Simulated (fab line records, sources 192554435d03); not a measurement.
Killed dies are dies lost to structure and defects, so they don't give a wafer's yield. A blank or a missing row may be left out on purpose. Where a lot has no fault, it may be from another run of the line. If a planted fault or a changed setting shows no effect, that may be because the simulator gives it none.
Matching of chambers | flow n5Finfet | N5_HKMG_FIN_NWFM_ALD_20 on aldMetal-03: 4 sister chambers
The step deposits TiAlC, target thk 2 nm, pulse time 3 s, purge time 2 s. 8 wafers are shown with their chamber, then 7 later ones without.

== WAFERS WITH THEIR CHAMBER ==
wafer  | chamber | heaterPowerW (W) | precursorPulseHeightRel
L082.1 | 1       | 593              | 1.007
L082.4 | 2       | 524              | 1.014
L085.1 | 2       | 528              | 1.015
L086.3 | 3       | 437              | 1.026
L086.4 | 0       | 398              | 1.013
L086.6 | 0       | 396              | 1.043
L087.2 | 3       | 436              | 0.990
L087.3 | 1       | 606              | 1.002

== WAFERS WITH NO CHAMBER GIVEN ==
wafer  | heaterPowerW (W) | precursorPulseHeightRel
L087.4 | 528              | 1.005
L093.2 | 409              | 1.027
L093.4 | 589              | 1.008
L093.6 | 594              | 1.003
L094.2 | 405              | 0.992
L094.3 | 590              | 0.976
L094.5 | 440              | 0.968

== THE CHAMBER EACH PASSED THROUGH ==
wafer  | from the rows above | in truth
L087.4 | 2                   | 2
L093.2 | 0                   | 0
L093.4 | 1                   | 1
L093.6 | 1                   | 1
L094.2 | 0                   | 0
L094.3 | 1                   | 1
L094.5 | 3                   | 3
Placed correctly: 7 of 7. Can't be placed from these rows: 0. 0 placed wrongly.
How it was worked out, from the rows above alone: a wafer's distance from a chamber is the root of the sum, over the readings, of the square of ((its reading less the chamber's mean) divided by the reading's scatter). The wafer belongs to the nearest chamber; if the next one is less than 2 further off, it can't be placed. For every chamber, the mean is computed from those of its wafers that are shown. The scatter: the root of (the sum of the squares of (reading less its chamber's mean) over the shown wafers, divided by (wafers less chambers)).
